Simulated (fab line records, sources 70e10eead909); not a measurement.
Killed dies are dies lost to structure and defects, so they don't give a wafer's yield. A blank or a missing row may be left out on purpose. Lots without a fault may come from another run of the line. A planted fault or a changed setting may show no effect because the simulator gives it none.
fab line records | flow nand_harc
record lots=12 wafers=36 last_day=24
route steps=1159 shown A_STAIRCASE@616 END@1159
lots that met no fault: from a run of the same line without faults
start_h: hours from the record's first day to the start of the lot's first wafer shown | wait_h: hours since the lot's step before | " the same as in the row above | L1.1+2: a row that stands for several wafers | - no value, or no start given | * or withheld: withheld | < > ~ a bound
route shown NAME@n: a module of which the file shows steps, and the number in the route of the first | usual: mean/standard deviation of fault-free wafers | same: alike in all rows | chamber/n: place in a boat | sites: the reading at each site | _std_site: their standard deviation | _edge_site: outer sites' mean less inner sites' | radius_mm: how far each site lies from the wafer's centre | mask NAME#n: copy n | behind: the tool/chamber that last shaped the wafer | hold: why the lot was held/for how many hours/how that ended | device: the transistor (n, p or np) that didn't switch | end of line: the same wafers' tests at the end of the route | a step without rows: its recipe alone | killed: dies lost to structure and defects at the first sort, not the wafer's yield | map: a wafer's dies, x killed, . not, _ none there
set.NAME: the setting as run; set.NAME@STEP: as run at that earlier step | model.NAME: the simulator's own value behind a step, which no gauge read
steps of the route over a sample of lots; a table a step, a row a wafer
services: from which hour (start_h, from the record's first day; less than 0 if before it) a tool's chamber was out of use, for how many hours, and why
## steps
# step NHARC_A_STAIRCASE_TRIM_222
# recipe time_s=211.2 o2_flow_sccm=500 ar_flow_sccm=0 bias_w=0 chemistry=O2
# usual drypump_motor_current_A=5.5/0.46 oes_product_au=1.003/0.007 rf_vpp_V=57.7/0.89 showerhead_plenum_p_Torr=3.50/0.18 throttle_valve_pct=17.037/0.0091
# columns lot.wafer tool chamber start_h wait_h drypump_motor_current_A oes_product_au rf_hours_counter_h rf_vpp_V showerhead_plenum_p_Torr throttle_valve_pct
L827.4 rie_diel-01 0 - - 6.3 1.005 38 58.1 3.30 17.049
L827.3 " 3 " " 6.3 1.002 37 58.7 3.69 17.040
L827.5 " 1 " " 5.7 1.003 - 56.3 3.58 17.041
L828.2 rie_diel-10 2 - - 5.3 0.991 27 57.5 3.35 17.028
L828.5 " 0 " " 5.6 1.007 - 57.7 3.44 17.034
L828.6 " 1 " " 5.8 1.003 - 56.2 3.34 17.048
L829.3 rie_diel-12 0 - - 5.6 0.994 22 57.4 3.80 17.030
L829.6 " 0 " " 5.6 0.996 - 58.1 3.79 17.050
L829.5 " 1 " " 5.2 1.011 - 58.5 3.70 17.043
L832.1 rie_diel-10 0 - - 5.6 1.012 37 57.4 3.44 17.028
L832.5 " 0 " " 5.6 1.004 - 58.6 3.44 17.063
L832.6 " 1 " " 5.8 1.004 - 57.2 3.33 17.022
L830.4 rie_diel-12 0 - - 5.6 1.003 24 57.7 3.79 17.040
L830.3 " 1 " " 5.2 1.005 23 57.1 3.70 17.043
L830.5 " 0 " " 5.6 0.997 - 57.5 3.79 17.043
L833.2 rie_diel-10 1 - - 5.9 1.005 39 58.4 3.33 17.040
L833.1 " 0 " " 5.6 1.006 42 57.4 3.44 17.021
L833.6 " 1 " " 5.8 0.999 - 58.7 3.33 17.031
L835.3 rie_diel-12 3 - - 5.4 1.013 31 58.2 3.79 17.040
L835.2 " 0 " " 5.5 1.007 34 59.4 3.79 17.046
L835.4 " 2 " " 4.8 0.994 29 58.6 3.29 17.027
L836.1 rie_diel-12 1 - - 5.2 1.008 37 58.2 3.69 17.044
L836.5 " 2 " " 4.9 1.001 - 56.0 3.29 17.026
L836.6 " 3 " " 5.4 1.000 - 59.5 3.79 17.027
L837.1 rie_diel-12 3 - - 5.4 1.003 39 59.0 3.79 17.057
L837.6 " 3 " " 5.4 1.009 - 57.3 3.79 17.032
L837.5 " 0 " " 5.6 1.004 - 57.6 3.78 17.039
L845.3 rie_diel-10 2 - - 5.3 0.993 62 57.8 3.33 17.027
L845.2 " 3 " " 5.0 0.986 52 56.7 3.47 17.026
L845.6 " 0 " " 5.6 1.009 - 57.9 3.43 17.029
L848.2 rie_diel-10 2 - - 5.3 0.999 0 56.3 3.33 17.040
L848.1 " 3 " " 5.0 0.994 0 57.0 3.46 17.038
L848.3 " 1 " " 5.9 0.998 0 58.7 3.32 17.042
L849.3 rie_diel-10 3 - - 5.0 1.002 9 57.2 3.46 17.036
L849.2 " 0 " " 5.6 1.019 9 58.3 3.42 17.027
L849.5 " 2 " " 5.3 1.009 - 57.0 3.32 17.041
# step NHARC_A_STAIRCASE_ETCH_230
# recipe target_depth_a=1000 time_s=40.5 ion_energy_ev=400 c4f8_flow_sccm=20 o2_flow_sccm=10 ar_flow_sccm=withheld rf_w=600 bias_w=1000 chemistry=C4F8/O2
# usual oes_product_au=0.943/0.013 rf_vpp_V=894/6.3 run_length_s=62.1/0.36
# columns lot.wafer tool chamber start_h wait_h oes_product_au rf_hours_counter_h rf_vpp_V run_length_s
L827.4 rie_diel-01 3 - - 0.946 37 900 61.9
L827.3 " 0 " " 0.945 39 887 62.2
L827.5 " 2 " " 0.946 - 896 61.3
L828.2 rie_diel-10 2 - - 0.938 27 889 62.1
L828.6 " 0 " " 0.953 - 894 62.0
L828.5 " 2 " " 0.937 - 889 62.5
L829.3 rie_diel-10 2 - - 0.915 32 889 62.6
L829.5 " 2 " " 0.917 - 888 62.6
L829.6 " 3 " " 0.913 - 895 61.8
L832.1 rie_diel-10 0 - - 0.952 38 892 62.2
L832.5 " 0 " " 0.950 - 893 62.0
L832.6 " 1 " " 0.944 - 888 62.2
L830.3 rie_diel-10 1 - - 0.946 36 888 61.9
L830.4 " 2 " " 0.949 34 889 62.5
L830.5 " 0 " " 0.943 - 892 62.1
L833.1 rie_diel-10 1 - - 0.942 40 888 62.2
L833.2 " 3 " " 0.946 29 895 61.8
L833.6 " 0 " " 0.952 - 892 62.0
L835.3 rie_diel-12 0 - - 0.945 34 906 62.8
L835.2 " 1 " " 0.966 34 902 62.1
L835.4 " 2 " " 0.957 30 888 62.1
L836.1 rie_diel-10 2 - - 0.915 45 889 62.3
L836.5 " 3 " " 0.925 - 895 61.8
L836.6 " 0 " " 0.919 - 892 62.2
L837.1 rie_diel-12 0 - - 0.928 41 905 62.4
L837.5 " 0 " " 0.938 - 907 62.2
L837.6 " 1 " " 0.932 - 903 61.9
L845.2 rie_diel-01 0 - - 0.951 11 887 62.6
L845.3 " 1 " " 0.980 10 896 61.3
L845.6 " 3 " " 0.942 - 901 62.1
L848.1 rie_diel-12 0 - - 0.941 61 904 62.2
L848.3 " 1 " " 0.969 59 903 61.6
L848.2 " 2 " " 0.954 54 887 62.6
L849.2 rie_diel-12 1 - - 0.958 1 902 61.6
L849.3 " 3 " " 0.982 0 904 61.6
L849.5 " 0 " " 0.964 - 905 62.1
# step NHARC_A_STAIRCASE_ETCH_253
# recipe target_depth_a=500 time_s=20.2 ion_energy_ev=400 c4f8_flow_sccm=20 o2_flow_sccm=10 ar_flow_sccm=withheld rf_w=600 bias_w=1000 chemistry=C4F8/O2
# usual oes_product_au=0.960/0.017 rf_vpp_V=893/5.3 run_length_s=41.8/0.35
# columns lot.wafer tool chamber start_h wait_h oes_product_au rf_hours_counter_h rf_vpp_V run_length_s
L827.3 rie_diel-10 2 261.97 0.2 0.920 28 890 41.8
L827.4 " 2 " " 0.932 - 889 41.8
L827.5 " 0 " " 0.934 - 891 42.0
L828.2 rie_diel-12 2 263.21 0.2 0.932 17 888 41.9
L828.5 " 1 " " 0.930 - 903 41.4
L828.6 " 2 " " 0.934 - 888 42.1
L829.3 rie_diel-10 0 271.82 0.1 0.953 38 894 41.6
L829.5 " 1 " " 0.953 - 887 42.1
L829.6 " 2 " " 0.948 - 890 41.8
L832.1 rie_diel-10 3 274.97 0.1 0.952 26 894 41.6
L832.6 " 2 " " 0.961 - 889 41.7
L832.5 " 3 " " 0.952 - 894 41.5
L830.3 rie_diel-10 2 275.59 0.1 0.961 35 890 41.9
L830.4 " 3 " " 0.966 26 896 42.0
L830.5 " 2 " " 0.969 - 889 41.8
L833.2 rie_diel-01 0 287.90 0.1 0.964 51 888 42.0
L833.1 " 1 " " 0.958 50 898 41.3
L833.6 " 3 " " 0.969 - 901 41.6
L835.3 rie_diel-10 0 300.55 0.1 0.926 45 893 41.6
L835.2 " 1 " " 0.983 45 890 41.8
L835.4 " 2 " " 0.980 43 889 42.1
L836.1 rie_diel-10 3 314.25 0.1 0.965 38 894 41.9
L836.5 " 1 " " 0.983 - 888 41.6
L836.6 " 2 " " 0.978 - 891 40.2
L837.1 rie_diel-10 2 323.00 0.1 0.977 50 890 40.2
L837.6 " 2 " " 0.980 - 888 40.1
L837.5 " 3 " " 0.968 - 893 41.8
L845.2 rie_diel-01 0 350.92 0.1 0.961 13 886 42.3
L845.3 " 2 " " 0.939 10 896 41.0
L845.6 " 1 " " 0.961 - 897 41.1
L848.3 rie_diel-01 1 367.31 0.1 0.972 20 897 41.3
L848.2 " 2 " " 0.988 19 895 40.8
L848.1 " 3 " " 0.979 20 898 41.7
L849.3 rie_diel-12 0 394.30 0.1 0.974 1 904 41.8
L849.2 " 1 " " 0.980 1 900 41.5
L849.5 " 3 " " 0.965 - 906 41.6
# step NHARC_A_STAIRCASE_DEP_259
# recipe target_thk_a=300 target_thk_nm=30 temp_c=400 pressure_torr=3.5 flow_sccm=200 rf_w=350 material=SiON
# usual heater_power_w=769/72 showerhead_vpp_V=1144/47
# columns lot.wafer tool chamber start_h wait_h heater_power_w showerhead_vpp_V
L827.3 pecvd-02 0 264.81 1.0 816 1171
L827.4 " 0 " " 812 1160
L827.5 " 2 " " 789 1162
L828.2 pecvd-01 1 266.68 1.3 765 1189
L828.6 " 2 " " 604 1018
L828.5 " 0 " " 737 1064
L829.3 pecvd-03 1 274.56 0.9 698 1164
L829.5 " 1 " " 702 1168
L829.6 " 0 " " 789 1165
L832.1 pecvd-02 2 277.82 1.6 813 1161
L832.5 " 0 " " 802 1156
L832.6 " 1 " " 873 1153
L830.3 pecvd-03 0 278.36 1.0 791 1158
L830.4 " 0 " " 834 1158
L830.5 " 1 " " 711 1150
L833.1 pecvd-03 2 290.66 1.6 868 1158
L833.2 " 0 " " 812 1161
L833.6 " 2 " " 882 1138
L835.2 pecvd-02 2 305.15 1.3 736 1153
L835.3 " 0 " " 816 1174
L835.4 " 2 " " 738 1188
L836.1 pecvd-03 2 317.09 1.6 869 1138
L836.6 " 0 " " 788 1143
L836.5 " 2 " " 857 1139
L837.1 pecvd-02 2 326.88 1.6 774 1153
L837.6 " 0 " " 725 1164
L837.5 " 1 " " 853 1151
L845.2 pecvd-02 0 356.99 1.3 723 1168
L845.3 " 2 " " 816 1140
L845.6 " 0 " " 710 1155
L848.2 pecvd-03 0 371.53 1.2 691 1158
L848.1 " 1 " " 843 1167
L848.3 " 2 " " 798 1145
L849.3 pecvd-02 2 397.57 1.0 710 1169
L849.2 " 0 " " 710 1176
L849.5 " 1 " " 724 1166
# step NHARC_END_SORT_01
# recipe temp_c=25
# usual killed_at_array=24/7.4 killed_at_other=0.5/0.81 killed_at_periphery=3.4/2.3 killed_dies=28/8 killed_open=3.4/1.8 killed_short=2.0/1.4
# same gross_dies=677
# columns lot.wafer tool chamber start_h wait_h killed_at_array killed_at_other killed_at_periphery killed_dies killed_open killed_short
L828.2 prober-02 0 442.93 2.8 24 0 3 27 5 1
L828.5 prober-02 0 445.34 3.7 23 2 5 30 3 0
L828.6 prober-02 0 446.14 4.0 21 2 2 25 5 0
L827.3 prober-02 0 451.47 3.1 25 0 3 28 3 2
L827.4 prober-02 0 452.26 3.4 20 0 5 25 5 2
L827.5 prober-02 0 453.05 3.6 32 0 4 36 7 1
L830.3 prober-01 0 459.32 3.1 20 0 0 20 3 2
L830.4 prober-01 0 460.13 3.4 18 1 0 19 4 0
L830.5 prober-01 0 460.93 3.7 20 1 1 22 2 1
L832.1 prober-02 0 465.51 2.6 23 0 6 29 8 2
L832.5 prober-02 0 468.70 3.7 32 0 4 36 5 3
L832.6 prober-02 0 469.50 4.0 25 0 4 29 3 2
L829.3 prober-01 0 467.17 3.1 17 0 2 19 4 4
L829.5 prober-01 0 468.76 3.7 20 2 3 25 4 3
L829.6 prober-01 0 469.55 4.0 11 1 0 12 1 1
L833.1 prober-02 0 475.28 2.5 33 0 4 37 6 1
L833.2 prober-02 0 476.06 2.8 25 0 1 26 3 2
L833.6 prober-02 0 479.21 3.9 16 0 1 17 2 2
L835.2 prober-02 0 489.05 2.8 24 0 1 25 3 2
L835.3 prober-02 0 489.85 3.1 19 0 0 19 3 1
L835.4 prober-02 0 490.65 3.4 23 1 0 24 4 1
L836.1 prober-01 0 497.45 2.5 30 0 7 37 3 1
L836.5 prober-01 0 500.69 3.7 24 0 9 33 5 2
L836.6 prober-01 0 501.49 4.0 27 0 7 34 4 2
L837.1 prober-02 0 524.86 2.5 15 1 0 16 3 1
L837.5 prober-02 0 528.07 3.7 16 0 1 17 2 2
L837.6 prober-02 0 528.87 4.0 20 0 1 21 0 2
L845.2 prober-02 0 547.02 2.8 34 0 9 43 3 2
L845.3 prober-02 0 547.81 3.1 28 0 6 34 4 3
L845.6 prober-02 0 550.20 4.0 22 0 7 29 3 0
L848.1 prober-02 0 563.62 2.5 27 1 1 29 4 1
L848.2 prober-02 0 564.41 2.8 47 0 5 52 5 3
L848.3 prober-02 0 565.21 3.1 32 1 4 37 6 3
L849.2 prober-02 0 579.44 2.8 28 0 1 29 1 4
L849.3 prober-02 0 580.24 3.1 34 0 5 39 2 6
L849.5 prober-02 0 581.84 3.7 39 0 3 42 4 6
# killed by level:class
L828.2 A_SLIT:chamber_film_flake=8 A_CONTACT:chamber_film_flake=6 A_WL_FILL:chamber_film_flake=2 P_GATE:geometric_particle:open=1 P_CONTACT:geometric_particle:open=1 A_CHANNEL_FILL_D1:geometric_particle:short=1 A_CHANNEL_FILL_D1:geometric_particle:open=1 A_CONTACT:geometric_particle:open=1
L828.5 A_SLIT:chamber_film_flake=9 P_ZERO_WELL:chamber_film_flake=4 A_CONTACT:chamber_film_flake=4 A_WL_FILL:chamber_film_flake=3 A_ZERO_WELL:chamber_film_flake=2 A_CHANNEL_HOLE_D1:chamber_film_flake=2 P_CONTACT:geometric_particle:open=1 A_CHANNEL_HOLE_D1:geometric_particle:open=1
L828.6 A_SLIT:chamber_film_flake=8 A_WL_FILL:chamber_film_flake=3 A_CHANNEL_HOLE_D1:chamber_film_flake=2 A_STAIRCASE:chamber_film_flake=2 A_CONTACT:chamber_film_flake=2 P_GATE:geometric_particle:open=1 A_CHANNEL_HOLE_D1:geometric_particle:open=1 A_CONTACT:geometric_particle:open=1
L827.3 A_CHANNEL_HOLE_D1:chamber_film_flake=10 A_CONTACT:chamber_film_flake=6 A_SLIT:chamber_film_flake=5 P_CONTACT:geometric_particle:open=1 A_CHANNEL_FILL_D1:geometric_particle:short=1 A_SGD_CUT:geometric_particle:open=1 A_CONTACT:geometric_particle:open=1 A_M1:geometric_particle:short=1
L827.4 A_CHANNEL_HOLE_D1:chamber_film_flake=9 A_CONTACT:chamber_film_flake=4 A_SLIT:chamber_film_flake=3 P_STI:geometric_particle:open=1 P_GATE:geometric_particle:open=1 P_CONTACT:geometric_particle:open=1 P_M2:geometric_particle:open=1 A_CHANNEL_FILL_D1:geometric_particle:short=1
L827.5 A_SLIT:chamber_film_flake=11 A_CHANNEL_HOLE_D1:chamber_film_flake=8 A_CONTACT:chamber_film_flake=5 A_CONTACT:geometric_particle:open=2 P_CONTACT:geometric_particle:open=1 P_M0:geometric_particle:open=1 A_CHANNEL_FILL_D1:geometric_particle:short=1 A_CHANNEL_FILL_D1:geometric_particle:open=1
L830.3 A_CHANNEL_HOLE_D1:chamber_film_flake=7 A_CONTACT:chamber_film_flake=5 A_CONTACT:geometric_particle:open=2 A_STAIRCASE:chamber_film_flake=2 A_CHANNEL_FILL_D1:geometric_particle:open=1 A_CHANNEL_FILL_D1:geometric_particle:short=1 A_STAIRCASE:geometric_particle:short=1 A_CHANNEL_FILL_D1:chamber_film_flake=1
L830.4 A_CHANNEL_HOLE_D1:chamber_film_flake=5 A_CONTACT:chamber_film_flake=5 A_CONTACT:geometric_particle:open=2 A_SGD_CUT:geometric_particle:open=1 A_BLC:geometric_particle:open=1 A_ZERO_WELL:chamber_film_flake=1 A_STAIRCASE:chamber_film_flake=1 A_SLIT:chamber_film_flake=1
L830.5 A_CONTACT:chamber_film_flake=9 A_CHANNEL_HOLE_D1:chamber_film_flake=8 P_GATE:geometric_particle:open=1 A_ONON_D1:geometric_particle:short=1 A_CONTACT:geometric_particle:open=1 A_ZERO_WELL:chamber_film_flake=1 THIN_TSV:chamber_film_flake=1
L832.1 A_CHANNEL_HOLE_D1:chamber_film_flake=7 A_SLIT:chamber_film_flake=3 A_SOURCE_PLATE:geometric_particle:open=2 A_SOURCE_PLATE:geometric_particle:short=2 P_STI:chamber_film_flake=2 A_CHANNEL_FILL_D1:chamber_film_flake=2 A_CONTACT:chamber_film_flake=2 P_GATE:geometric_particle:open=1
L829.3 A_SGD_CUT:chamber_film_flake=4 A_CONTACT:chamber_film_flake=4 A_CHANNEL_FILL_D1:geometric_particle:open=2 A_CHANNEL_FILL_D1:geometric_particle:short=2 P_GATE:geometric_particle:short=1 P_M0:geometric_particle:short=1 A_WL_FILL:geometric_particle:open=1 A_CONTACT:geometric_particle:open=1
L832.5 A_CHANNEL_HOLE_D1:chamber_film_flake=8 A_SLIT:chamber_film_flake=5 A_STAIRCASE:chamber_film_flake=5 A_CONTACT:chamber_film_flake=4 A_CHANNEL_FILL_D1:chamber_film_flake=3 A_ONON_D1:geometric_particle:open=2 P_GATE:geometric_particle:open=1 P_M0:geometric_particle:open=1
L829.5 A_CHANNEL_HOLE_D1:chamber_film_flake=3 A_SGD_CUT:chamber_film_flake=3 A_SLIT:chamber_film_flake=3 A_CONTACT:chamber_film_flake=3 A_BONDPAD:chamber_film_flake=3 P_CONTACT:geometric_particle:open=1 P_M0:geometric_particle:short=1 A_CHANNEL_FILL_D1:geometric_particle:short=1
L832.6 A_CHANNEL_HOLE_D1:chamber_film_flake=13 A_SLIT:chamber_film_flake=5 P_STI:chamber_film_flake=2 A_CONTACT:chamber_film_flake=2 P_CONTACT:geometric_particle:open=1 P_M0:geometric_particle:short=1 A_CHANNEL_FILL_D1:geometric_particle:open=1 A_SGD_CUT:geometric_particle:short=1
L829.6 A_STAIRCASE:chamber_film_flake=3 A_CONTACT:chamber_film_flake=3 A_BLC:geometric_particle:short=1 STARTING-WAFER:geometric_particle:open=1 A_CHANNEL_HOLE_D1:chamber_film_flake=1 A_CHANNEL_FILL_D1:chamber_film_flake=1 A_SGD_CUT:chamber_film_flake=1 A_WL_FILL:chamber_film_flake=1
L833.1 A_CHANNEL_HOLE_D1:chamber_film_flake=15 A_SLIT:chamber_film_flake=11 A_STAIRCASE:chamber_film_flake=4 P_CONTACT:geometric_particle:open=2 P_M0:geometric_particle:open=1 P_M2:geometric_particle:open=1 A_CHANNEL_HOLE_D1:geometric_particle:open=1 A_SGD_CUT:geometric_particle:short=1
L833.2 A_CHANNEL_HOLE_D1:chamber_film_flake=9 A_SLIT:chamber_film_flake=8 A_STAIRCASE:chamber_film_flake=2 A_CONTACT:chamber_film_flake=2 P_CONTACT:geometric_particle:open=1 A_CHANNEL_FILL_D1:geometric_particle:short=1 A_CHANNEL_FILL_D1:geometric_particle:open=1 A_CONTACT:geometric_particle:short=1
L833.6 A_SLIT:chamber_film_flake=7 A_CHANNEL_HOLE_D1:chamber_film_flake=5 P_M1:geometric_particle:short=1 A_SGD_CUT:geometric_particle:short=1 A_CONTACT:geometric_particle:open=1 A_M0:geometric_particle:open=1 A_CONTACT:chamber_film_flake=1
L835.2 A_SLIT:chamber_film_flake=9 A_STAIRCASE:chamber_film_flake=5 A_CHANNEL_FILL_D1:chamber_film_flake=2 A_CONTACT:chamber_film_flake=2 P_M0:geometric_particle:short=1 A_ONON_D1:geometric_particle:open=1 A_CHANNEL_HOLE_D1:geometric_particle:short=1 A_WL_FILL:geometric_particle:open=1
L835.3 A_SLIT:chamber_film_flake=10 A_STAIRCASE:chamber_film_flake=3 A_M0:geometric_particle:open=2 A_CHANNEL_FILL_D1:geometric_particle:open=1 A_M0:geometric_particle:short=1 A_CONTACT:chamber_film_flake=1 A_M1:chamber_film_flake=1
L835.4 A_SLIT:chamber_film_flake=15 A_M0:geometric_particle:open=2 A_CHANNEL_HOLE_D1:geometric_particle:open=1 A_CHANNEL_FILL_D1:geometric_particle:short=1 STARTING-WAFER:geometric_particle:open=1 A_ZERO_WELL:chamber_film_flake=1 A_CHANNEL_HOLE_D1:chamber_film_flake=1 A_STAIRCASE:chamber_film_flake=1
L836.1 A_SLIT:chamber_film_flake=12 P_ZERO_WELL:chamber_film_flake=5 A_CONTACT:chamber_film_flake=5 A_CHANNEL_HOLE_D1:chamber_film_flake=4 A_WL_FILL:chamber_film_flake=4 A_CONTACT:geometric_particle:open=2 A_STAIRCASE:chamber_film_flake=2 P_GATE:geometric_particle:short=1
L836.5 A_SLIT:chamber_film_flake=10 A_CHANNEL_HOLE_D1:chamber_film_flake=4 A_CONTACT:chamber_film_flake=4 P_ZERO_WELL:chamber_film_flake=3 P_GATE:geometric_particle:open=1 P_CONTACT:geometric_particle:short=1 P_M1:geometric_particle:open=1 A_CHANNEL_FILL_D1:geometric_particle:open=1
L836.6 A_SLIT:chamber_film_flake=12 P_ZERO_WELL:chamber_film_flake=5 A_CHANNEL_HOLE_D1:chamber_film_flake=3 A_STAIRCASE:chamber_film_flake=3 A_CONTACT:geometric_particle:open=2 A_WL_FILL:chamber_film_flake=2 A_CHANNEL_FILL_D1:geometric_particle:open=1 A_WL_FILL:geometric_particle:short=1
L837.1 A_CHANNEL_HOLE_D1:chamber_film_flake=6 A_STAIRCASE:chamber_film_flake=3 A_CONTACT:chamber_film_flake=3 A_M0:geometric_particle:open=2 A_CONTACT:geometric_particle:open=1 STARTING-WAFER:geometric_particle:short=1
L837.5 A_CHANNEL_HOLE_D1:chamber_film_flake=9 A_STAIRCASE:chamber_film_flake=3 A_WL_FILL:geometric_particle:short=2 A_CHANNEL_FILL_D1:geometric_particle:open=1 A_M1:geometric_particle:open=1 P_ZERO_WELL:chamber_film_flake=1
L837.6 A_CHANNEL_HOLE_D1:chamber_film_flake=9 A_STAIRCASE:chamber_film_flake=6 A_CONTACT:chamber_film_flake=2 A_CHANNEL_FILL_D1:geometric_particle:short=1 A_M0:geometric_particle:short=1 P_M2:chamber_film_flake=1 A_ZERO_WELL:chamber_film_flake=1
L845.2 A_CHANNEL_HOLE_D1:chamber_film_flake=15 P_GATE:chamber_film_flake=8 A_SLIT:chamber_film_flake=6 A_CONTACT:chamber_film_flake=5 A_STAIRCASE:chamber_film_flake=3 P_M0:geometric_particle:open=1 A_SOURCE_PLATE:geometric_particle:short=1 A_ONON_D1:geometric_particle:short=1
L845.3 A_SLIT:chamber_film_flake=8 A_CHANNEL_HOLE_D1:chamber_film_flake=7 P_GATE:chamber_film_flake=4 A_STAIRCASE:chamber_film_flake=4 A_CONTACT:chamber_film_flake=4 A_ONON_D1:geometric_particle:short=2 P_CONTACT:geometric_particle:short=1 P_M0:geometric_particle:open=1
L845.6 A_SLIT:chamber_film_flake=8 A_CONTACT:chamber_film_flake=5 A_CHANNEL_HOLE_D1:chamber_film_flake=4 P_STI:chamber_film_flake=3 A_STAIRCASE:chamber_film_flake=3 P_GATE:chamber_film_flake=2 P_CONTACT:geometric_particle:open=1 P_M2:geometric_particle:open=1
L848.1 A_CHANNEL_HOLE_D1:chamber_film_flake=10 A_STAIRCASE:chamber_film_flake=7 A_CONTACT:chamber_film_flake=5 P_CONTACT:geometric_particle:open=1 A_SGD_CUT:geometric_particle:short=1 A_SGD_CUT:geometric_particle:open=1 A_BLC:geometric_particle:open=1 A_M1:geometric_particle:open=1
L848.2 A_CHANNEL_HOLE_D1:chamber_film_flake=20 A_CONTACT:chamber_film_flake=11 A_STAIRCASE:chamber_film_flake=7 A_CONTACT:geometric_particle:open=2 A_SLIT:chamber_film_flake=2 P_M1:geometric_particle:open=1 P_M2:geometric_particle:open=1 A_ONON_D1:geometric_particle:short=1
L848.3 A_CHANNEL_HOLE_D1:chamber_film_flake=13 A_CONTACT:chamber_film_flake=8 A_STAIRCASE:chamber_film_flake=4 A_WL_FILL:geometric_particle:short=2 P_CONTACT:geometric_particle:open=1 P_M0:geometric_particle:open=1 P_M2:geometric_particle:open=1 A_SOURCE_PLATE:geometric_particle:open=1
L849.2 A_SLIT:chamber_film_flake=10 A_CHANNEL_HOLE_D1:chamber_film_flake=6 A_CONTACT:chamber_film_flake=4 A_WL_FILL:geometric_particle:short=2 A_STAIRCASE:chamber_film_flake=2 A_CHANNEL_FILL_D1:geometric_particle:short=1 A_CONTACT:geometric_particle:short=1 A_BLC:geometric_particle:open=1
L849.3 A_SLIT:chamber_film_flake=19 A_CHANNEL_HOLE_D1:chamber_film_flake=4 A_CONTACT:chamber_film_flake=4 P_GATE:geometric_particle:short=2 A_ZERO_WELL:chamber_film_flake=2 P_CONTACT:geometric_particle:short=1 A_SOURCE_PLATE:geometric_particle:open=1 A_ONON_D1:geometric_particle:short=1
L849.5 A_SLIT:chamber_film_flake=16 A_CHANNEL_HOLE_D1:chamber_film_flake=10 A_CONTACT:chamber_film_flake=3 A_CHANNEL_HOLE_D1:geometric_particle:short=2 A_STAIRCASE:chamber_film_flake=2 P_STI:geometric_particle:open=1 P_CONTACT:geometric_particle:open=1 P_M1:geometric_particle:open=1
## services
# columns tool chamber start_h hours kind
rie_diel-10 0 235.21 - clean
rie_diel-10 1 235.21 - clean
rie_diel-10 2 235.21 - clean
rie_diel-10 3 235.21 - clean
pecvd-01 - 237.18 13.0 pm
pecvd-03 0 255.90 2.6 repair
pecvd-01 - 257.37 2.0 repair
rie_diel-10 0 259.71 - clean
rie_diel-10 1 259.71 - clean
rie_diel-10 2 259.71 - clean
rie_diel-10 3 259.71 - clean
pecvd-01 - 274.54 1.8 repair
rie_diel-10 0 284.21 - clean
rie_diel-12 2 285.43 4.8 repair
pecvd-02 - 290.31 1.0 repair
pecvd-03 - 292.24 13.0 pm
rie_diel-01 - 314.99 9.0 pm
pecvd-02 - 334.04 13.0 pm
rie_diel-12 3 334.04 1.7 repair
rie_diel-10 - 354.21 9.0 pm
pecvd-01 1 367.07 10.4 repair
rie_diel-10 0 368.20 1.4 repair
rie_diel-01 - 370.63 0.4 repair
rie_diel-12 - 379.62 9.0 pm
## key
first_sign step=NHARC_A_STAIRCASE_ETCH_253 reading=run_length_s direction=down sigmas=4.8 usual=* struck=*
effect none on later readings
met_at NHARC_A_STAIRCASE_ETCH_253
struck_lots L836,L837
struck_wafers L836.6,L837.1,L837.6
tester_left_out L836,L837
not_acting_at NHARC_A_STAIRCASE_TRIM_222,NHARC_A_STAIRCASE_ETCH_230,NHARC_A_STAIRCASE_DEP_259
onset_between 300.55 314.25
fault kind=process_parameter_drift tool=rie_diel-10 chamber=2 onset_h=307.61 steps=NHARC_A_STAIRCASE_ETCH_253 channel=time_s offset=* shape=step end_h=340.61 acts_in=* stated=*
# tester_left_out: of these lots the tester's yield and bins aren't shown, on N5 and GAA mostly nor the transistor test; their killed dies are dies lost to structure and defects alone, not to doping, threshold or leakage, so they don't give the yield
